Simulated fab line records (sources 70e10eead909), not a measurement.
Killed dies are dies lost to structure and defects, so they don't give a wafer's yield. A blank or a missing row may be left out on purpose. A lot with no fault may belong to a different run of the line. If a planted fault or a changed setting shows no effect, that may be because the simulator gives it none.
Matching of chambers :: flow nand-harc :: 4 sister chambers for NHARC_A_M1_ETCH_35 on rie-diel-06
The step etches the open film in N2/H2, target depth 40 nm, overetch 12 nm, time 43.94 s. 24 wafers are shown with their chamber, then 12 later ones without.

== WAFERS PAIRED WITH THEIR CHAMBERS ==
wafer: L080.3
chamber: 1
drypump-motor-current-A (A): 5.2
rf-vpp-V (V): 424.9
oes-product-au (a.u.): 1.004

wafer: L080.4
chamber: 2
drypump-motor-current-A (A): 5.8
rf-vpp-V (V): 429.4
oes-product-au (a.u.): 0.997

wafer: L080.6
chamber: 1
drypump-motor-current-A (A): 5.2
rf-vpp-V (V): 426.2
oes-product-au (a.u.): 1.001

wafer: L080.1
chamber: 2
drypump-motor-current-A (A): 5.8
rf-vpp-V (V): 429.1
oes-product-au (a.u.): 1.001

wafer: L080.2
chamber: 0
drypump-motor-current-A (A): 5.0
rf-vpp-V (V): 428.3
oes-product-au (a.u.): 0.988

wafer: L080.5
chamber: 0
drypump-motor-current-A (A): 5.0
rf-vpp-V (V): 428.6
oes-product-au (a.u.): 0.995

wafer: L081.1
chamber: 0
drypump-motor-current-A (A): 5.0
rf-vpp-V (V): 427.7
oes-product-au (a.u.): 0.987

wafer: L081.4
chamber: 0
drypump-motor-current-A (A): 5.0
rf-vpp-V (V): 428.8
oes-product-au (a.u.): 0.983

wafer: L081.6
chamber: 2
drypump-motor-current-A (A): 5.8
rf-vpp-V (V): 428.6
oes-product-au (a.u.): 1.008

wafer: L083.1
chamber: 2
drypump-motor-current-A (A): 5.7
rf-vpp-V (V): 429.6
oes-product-au (a.u.): 1.010

wafer: L083.2
chamber: 1
drypump-motor-current-A (A): 5.2
rf-vpp-V (V): 426.5
oes-product-au (a.u.): 1.010

wafer: L083.5
chamber: 2
drypump-motor-current-A (A): 5.8
rf-vpp-V (V): 428.9
oes-product-au (a.u.): 1.014

wafer: L085.1
chamber: 1
drypump-motor-current-A (A): 5.2
rf-vpp-V (V): 426.8
oes-product-au (a.u.): 1.003

wafer: L085.5
chamber: 3
drypump-motor-current-A (A): 6.0
rf-vpp-V (V): 432.2
oes-product-au (a.u.): 1.009

wafer: L085.6
chamber: 0
drypump-motor-current-A (A): 5.0
rf-vpp-V (V): 429.0
oes-product-au (a.u.): 0.995

wafer: L089.1
chamber: 0
drypump-motor-current-A (A): 5.0
rf-vpp-V (V): 429.5
oes-product-au (a.u.): 0.994

wafer: L089.2
chamber: 2
drypump-motor-current-A (A): 5.8
rf-vpp-V (V): 428.2
oes-product-au (a.u.): 1.014

wafer: L089.3
chamber: 1
drypump-motor-current-A (A): 5.2
rf-vpp-V (V): 425.7
oes-product-au (a.u.): 1.014

wafer: L089.4
chamber: 3
drypump-motor-current-A (A): 6.0
rf-vpp-V (V): 432.2
oes-product-au (a.u.): 1.003

wafer: L089.5
chamber: 2
drypump-motor-current-A (A): 5.8
rf-vpp-V (V): 427.6
oes-product-au (a.u.): 1.011

wafer: L089.6
chamber: 1
drypump-motor-current-A (A): 5.2
rf-vpp-V (V): 425.8
oes-product-au (a.u.): 1.019

wafer: L092.1
chamber: 1
drypump-motor-current-A (A): 5.2
rf-vpp-V (V): 426.3
oes-product-au (a.u.): 1.002

wafer: L092.2
chamber: 2
drypump-motor-current-A (A): 5.8
rf-vpp-V (V): 429.5
oes-product-au (a.u.): 1.003

wafer: L092.4
chamber: 3
drypump-motor-current-A (A): 5.9
rf-vpp-V (V): 432.4
oes-product-au (a.u.): 1.018

SIGNATURES (means of the wafers above)
reading: drypump-motor-current-A
chamber 0: 5.000
chamber 1: 5.200
chamber 2: 5.787
chamber 3: 5.967
scatter within a chamber: 0.0278

reading: rf-vpp-V
chamber 0: 428.650
chamber 1: 426.029
chamber 2: 428.863
chamber 3: 432.267
scatter within a chamber: 0.619

reading: oes-product-au
chamber 0: 0.99033
chamber 1: 1.00757
chamber 2: 1.00725
chamber 3: 1.01000
scatter within a chamber: 0.00633
Rule: for each reading, subtract the chamber's mean from the wafer's reading, divide by that reading's scatter and square the result; add these up over the readings and take the root, which gives the wafer's distance from the chamber. The wafer belongs to the nearest chamber; if the next one is less than 2 further off, it can't be placed. How the scatter is found: for the shown wafers, subtract from each reading the mean of its chamber, square and add these, divide the total by (wafers less chambers), then take the root.

== WAFERS WITH NO CHAMBER GIVEN ==
wafer: L092.3
drypump-motor-current-A (A): 5.0
rf-vpp-V (V): 428.1
oes-product-au (a.u.): 0.993

wafer: L092.5
drypump-motor-current-A (A): 5.8
rf-vpp-V (V): 428.7
oes-product-au (a.u.): 1.014

wafer: L092.6
drypump-motor-current-A (A): 5.2
rf-vpp-V (V): 425.3
oes-product-au (a.u.): 1.011

wafer: L094.1
drypump-motor-current-A (A): 5.9
rf-vpp-V (V): 431.9
oes-product-au (a.u.): 1.005

wafer: L094.3
drypump-motor-current-A (A): 5.2
rf-vpp-V (V): 426.9
oes-product-au (a.u.): 1.008

wafer: L094.4
drypump-motor-current-A (A): 5.8
rf-vpp-V (V): 428.5
oes-product-au (a.u.): 0.994

wafer: L096.1
drypump-motor-current-A (A): 5.0
rf-vpp-V (V): 428.2
oes-product-au (a.u.): 0.979

wafer: L096.2
drypump-motor-current-A (A): 5.8
rf-vpp-V (V): 428.0
oes-product-au (a.u.): 1.001

wafer: L096.3
drypump-motor-current-A (A): 5.2
rf-vpp-V (V): 427.3
oes-product-au (a.u.): 1.028

wafer: L096.4
drypump-motor-current-A (A): 5.9
rf-vpp-V (V): 432.5
oes-product-au (a.u.): 1.006

wafer: L096.5
drypump-motor-current-A (A): 5.2
rf-vpp-V (V): 426.5
oes-product-au (a.u.): 1.015

wafer: L096.6
drypump-motor-current-A (A): 5.7
rf-vpp-V (V): 429.6
oes-product-au (a.u.): 1.007

== WHICH CHAMBER EACH WENT THROUGH ==
wafer: L092.3
from the rows above: 0
in truth: 0

wafer: L092.5
from the rows above: 2
in truth: 2

wafer: L092.6
from the rows above: 1
in truth: 1

wafer: L094.1
from the rows above: 3
in truth: 3

wafer: L094.3
from the rows above: 1
in truth: 1

wafer: L094.4
from the rows above: 2
in truth: 2

wafer: L096.1
from the rows above: 0
in truth: 0

wafer: L096.2
from the rows above: 2
in truth: 2

wafer: L096.3
from the rows above: 1
in truth: 1

wafer: L096.4
from the rows above: 3
in truth: 3

wafer: L096.5
from the rows above: 1
in truth: 1

wafer: L096.6
from the rows above: 2
in truth: 2
Correctly placed: 12 of 12. Not placeable from these rows: 0. 0 placed wrongly.
